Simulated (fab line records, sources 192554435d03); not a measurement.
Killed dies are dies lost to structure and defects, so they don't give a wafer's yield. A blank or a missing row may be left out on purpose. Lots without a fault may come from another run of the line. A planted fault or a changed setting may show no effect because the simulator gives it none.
A struck lot beside a sound one | flow n5_finfet | 40 steps out of a route of 1938
Sound: wafers L891.3, L891.4, L891.6. Struck: wafers L903.2, L903.4, L903.6. The cause comes at the end.
At each step with rows: each side's tool, then ch and its chambers, then its first start. Under that, the readings that differ: sound wafers | struck wafers | difference of the means | sigmas: that difference in standard deviations of wafers without a fault.
alike: readings whose means differ by less than 2 such deviations, and words and numbers that are the same on both sides. not compared: withheld readings, readings that some wafer has no value for, bounds like >300 that may hide the same value, and numbers for which the record gives no deviation and whose values overlap.
The two part at a step that has a row with sigmas, a row that says differs or no value, or rows on one side only. Numbers that don't overlap but have no deviation are shown without sigmas and don't part them. A reading that every wafer of one side lacks parts them only if that side has two wafers or more.

first, 4 steps without rows for these wafers: N5_HKMG_FIN_ETCHBACK_68 (etches the open film in Cl2/Ar, stops on HfO2, target depth 0.5 nm); N5_HKMG_FIN_STRIP_69 (strips in N2/H2, time 360 s); N5_HKMG_FIN_ALD_21 (deposits TiN, target thk 1.5 nm, pulse time 1 s, purge time 3 s); N5_HKMG_FIN_ALD_72 (deposits W, target thk 2 nm, pulse time 1 s, purge time 2 s).
N5_HKMG_FIN_W_FILL_22: material W, target thk 60 nm, time 18.2 s.
  sound on cvd_w-01 ch 0,1, day 4 23:01; struck on cvd_w-02 ch 0,1, day 7 21:02
  reading                | sound          | struck         | difference | sigmas
  throttle_valve_pct (%) | 17.3 17.4 17.3 | 21.0 20.6 20.9 | +3.5       | +2
  alike: heater_power_w
then, 2 steps without rows for these wafers: N5_HKMG_FIN_PRECLEAN_83 (cleans in DIW, time 57.5 s); N5_HKMG_FIN_SRD_84 (dry time 32 s).
N5_HKMG_FIN_CMP_23: polishes, stops on SiNx, t overpolish 10 s, target thk 46.326 nm.
  sound on cmp-02 ch 0,3, day 4 23:07; struck on cmp-03 ch 0,1, day 7 21:13
  alike: edge_zone_pressure_frac, motor_current_A, overpolish_run_s, time_to_endpoint_s
then, 1 step without rows for these wafers: N5_HKMG_FIN_CMP_94 (polishes, stops on SiNx, t overpolish 4.7 s, target thk 43.299 nm).
N5_HKMG_FIN_INSPECT_28: inspects for defects (darkfield).
  sound on defect_inspect-02, day 4 23:49; struck on defect_inspect-01, day 7 21:51
  alike: raw_defect_count
then, 1 step without rows for these wafers: N5_GATE_CUT_ETCHBACK_00 (etches W in SF6/Cl2).
N5_GATE_CUT_ETCH_56: etches TiN in Cl2/Ar, target depth 21.6 nm.
  sound on rie_metal-02 ch 0,1, day 5 00:00; struck on rie_metal-03 ch 0, day 7 22:10
  alike: drypump_motor_current_A, oes_product_au, throttle_valve_pct
  not compared: rf_hours_counter_h
then, 6 steps without rows for these wafers: N5_GATE_CUT_ETCHBACK_30 (etches TiN in Cl2/Ar, target depth 3 nm); N5_GATE_CUT_VAPOR_ETCH_60 (etches HfO2 in BCl3/Cl2); N5_GATE_CUT_ETCH_58 (etches SiNx in CH3F/O2, target depth 17 nm, time 128.6 s); N5_GATE_CUT_STRIP_59 (strips in N2/H2, time 20 s); N5_GATE_CUT_PRECLEAN_31 (cleans in DIW, time 300 s); N5_GATE_CUT_SRD_32 (time 30 s).
N5_GATE_CUT_SAC_CAP_01: material SiNx, target thk 24 nm, pulse time 1 s, ald cycles 480.
  sound on ald_sin-01 ch 0,1,2, day 5 00:28; struck on ald_sin-01 ch 1,3, day 7 22:52
  alike: heater_power_w, precursor_pulse_height_rel
then, 2 steps without rows for these wafers: N5_GATE_CUT_PECVD_57 (deposits SiNx from SiH4/NH3/N2, target thk 21 nm); N5_GATE_CUT_CMP_02 (polishes, stops on SiO2, t overpolish 12.7 s, target thk 0 nm).
N5_GATE_CUT_HM_DEP_46: deposits SiO2 from TEOS/O2, target thk 130 nm, time 26.6 s.
  sound on pecvd-03 ch 1,2, day 5 03:05; struck on pecvd-02 ch 0,1, day 8 01:28
  reading            | sound       | struck      | difference | sigmas
  heater_power_w (W) | 335 340 593 | 599 620 620 | +190       | +2
  alike: showerhead_plenum_p_Torr, throttle_valve_pct
then, 9 steps without rows for these wafers: N5_GATE_CUT_COAT_34 (time 60 s, resist thk 60 nm); N5_GATE_CUT_COAT_35 (time 60 s, resist thk 10 nm); N5_GATE_CUT_COAT_27 (time 60 s, resist thk 10 nm); N5_GATE_CUT_COAT_07 (resist thk 30 nm); N5_GATE_CUT_EBR_09; N5_GATE_CUT_SOFTBAKE_08 (time 60 s); N5_GATE_CUT_EXPOSE_10 (exposes mask GATE CUT, target cd 20 nm); N5_GATE_CUT_PEB_11 (peb time 60 s); N5_GATE_CUT_DEVELOP_12 (develop time 30 s).
N5_GATE_CUT_CD_MEAS_13: target cd 20 nm.
  sound on cd_sem-01 ch 0, day 5 03:33; struck on cd_sem-01 ch 0, day 8 01:48
  alike: cd_nm
N5_GATE_CUT_OVL_MEAS_14:
  sound on overlay-01 ch 0, day 5 03:35; struck on overlay-01 ch 0, day 8 01:50
  alike: GATE_CUT_OVL
N5_GATE_CUT_DESCUM_18: chemistry O2, time 7 s.
  sound on rie_diel-02 ch 1,3, day 5 03:40; struck on rie_diel-02 ch 0,1,3, day 8 01:56
  alike: drypump_motor_current_A, o2_flow_sccm, oes_product_au, rf_vpp_V, showerhead_plenum_p_Torr, throttle_valve_pct
  not compared: rf_hours_counter_h
then, 5 steps without rows for these wafers: N5_GATE_CUT_ETCH_28 (etches underlayer in N2/H2, target depth 13 nm, time 10.4 s); N5_GATE_CUT_ETCH_36 (etches SiARC in CF4, target depth 13 nm, time 21.7 s); N5_GATE_CUT_ETCH_37 (etches SOC in N2/H2, target depth 60 nm, overetch 12 nm, time 90 s); N5_GATE_CUT_STRIP_38 (strips in N2/H2); N5_GATE_CUT_STRIP_39 (strips in N2/H2).
-- the record jumps here: 8 days lie between the struck wafers' starts before and after (it left off in module GATE_CUT and takes up again in module PASSIVATION, whose first step shown is number 1936 of the route) --
N5_PASSIVATION_PROBE_49:
  the record has rows for the struck wafers here (prober-01, day 16 02:56) and none for the sound ones

WHERE THEY PART
First at N5_HKMG_FIN_W_FILL_22; last, within this record, at N5_PASSIVATION_PROBE_49.

WHY: what the simulator had put in
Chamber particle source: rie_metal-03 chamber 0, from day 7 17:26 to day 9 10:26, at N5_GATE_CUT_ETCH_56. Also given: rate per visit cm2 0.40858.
